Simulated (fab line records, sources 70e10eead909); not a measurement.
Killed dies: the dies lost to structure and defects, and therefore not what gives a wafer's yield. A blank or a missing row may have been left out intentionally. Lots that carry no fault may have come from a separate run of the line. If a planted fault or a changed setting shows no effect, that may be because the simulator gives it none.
Check of tool commonality / flow nandHarc / 1 lot, 3 wafers sampled

## WHY THIS WAS OPENED
At NHARC_END_SORT_01 the reading killedAtPeriphery is flagged on 1 of 1 lot. Wafers without a fault read 3.9, standard deviation 2.8.
Rule: a lot is flagged in two cases, either no wafer of it has a number, or all its wafers with numbers fall more than 4 standard deviations from that mean. The rest of the lots are taken to be sound.

lot=L467; measured=day 28 03:53; on=prober-01; killedAtPeriphery, wafer by wafer=620 622 613; flag=FLAGGED
On average the flagged lots read 618.3, which is +614.4 against the usual, or +99 or more standard deviations.

## LOT BY LOT: THE TOOL USED
Before the reading, the record contains 4 process steps out of a 1302-step route. Cell contents, in order: the tool; ch with the chambers the sampled wafers went through; the start.
lot=L467; flag=FLAGGED; NHARC_P_STI_DESCUM_14=rieDiel-10 ch 0,2,3, day 6 15:02; NHARC_P_STI_ETCH_15=rieSi-01 ch 1,2,3, day 6 15:19; NHARC_P_GATE_EXPOSE_08=krfScanner-02 ch 0, day 8 08:16; NHARC_P_GATE_ETCH_104=rieDiel-09 ch 0,1,3, day 9 02:35
What the steps here do:
- NHARC_P_STI_DESCUM_14: chemistry O2, time 3 s.
- NHARC_P_STI_ETCH_15: etches the open film in HBr/Cl2, target depth 300 nm, time 100.1 s.
- NHARC_P_GATE_EXPOSE_08: exposes mask P HV.
- NHARC_P_GATE_ETCH_104: etches the open film in CF4/CHF3, target depth 60 nm.
- NHARC_END_SORT_01

## FLAGGED AGAINST TOTAL, ONE TOOL AT A TIME (gauges that did the reading follow at the end)
step=NHARC_P_STI_DESCUM_14; tool=rieDiel-10; lots run=1; flagged=1; share of the flagged lots=all; sound lots run after its first flagged lot=0
step=NHARC_P_STI_ETCH_15; tool=rieSi-01; lots run=1; flagged=1; share of the flagged lots=all; sound lots run after its first flagged lot=0
step=NHARC_P_GATE_EXPOSE_08; tool=krfScanner-02; lots run=1; flagged=1; share of the flagged lots=all; sound lots run after its first flagged lot=0
step=NHARC_P_GATE_ETCH_104; tool=rieDiel-09; lots run=1; flagged=1; share of the flagged lots=all; sound lots run after its first flagged lot=0
step=NHARC_END_SORT_01; tool=prober-01; lots run=1; flagged=1; share of the flagged lots=all; sound lots run after its first flagged lot=0

## WHAT THE TABLE PERMITS
5 rows of the table ran every flagged lot: rieDiel-10 at NHARC_P_STI_DESCUM_14, rieSi-01 at NHARC_P_STI_ETCH_15, krfScanner-02 at NHARC_P_GATE_EXPOSE_08, rieDiel-09 at NHARC_P_GATE_ETCH_104, prober-01 at NHARC_END_SORT_01.
- rieDiel-10 at NHARC_P_STI_DESCUM_14: 1 of its 1 lot flagged. With no sound lot run before its first flagged lot in this sample, there is nothing to narrow down the start.
- rieSi-01 at NHARC_P_STI_ETCH_15: 1 of its 1 lot flagged. With no sound lot run before its first flagged lot in this sample, there is nothing to narrow down the start.
- krfScanner-02 at NHARC_P_GATE_EXPOSE_08: 1 of its 1 lot flagged. With no sound lot run before its first flagged lot in this sample, there is nothing to narrow down the start.
- rieDiel-09 at NHARC_P_GATE_ETCH_104: 1 of its 1 lot flagged. With no sound lot run before its first flagged lot in this sample, there is nothing to narrow down the start.
- prober-01 at NHARC_END_SORT_01: 1 of its 1 lot flagged. With no sound lot run before its first flagged lot in this sample, there is nothing to narrow down the start.
These 5 tools cannot be told apart by counting lots, since each of them fits a fault that started at some hour. More lots, or a look at what each step does to the wafer, might.

## WHAT THE SIMULATOR HAD INSERTED
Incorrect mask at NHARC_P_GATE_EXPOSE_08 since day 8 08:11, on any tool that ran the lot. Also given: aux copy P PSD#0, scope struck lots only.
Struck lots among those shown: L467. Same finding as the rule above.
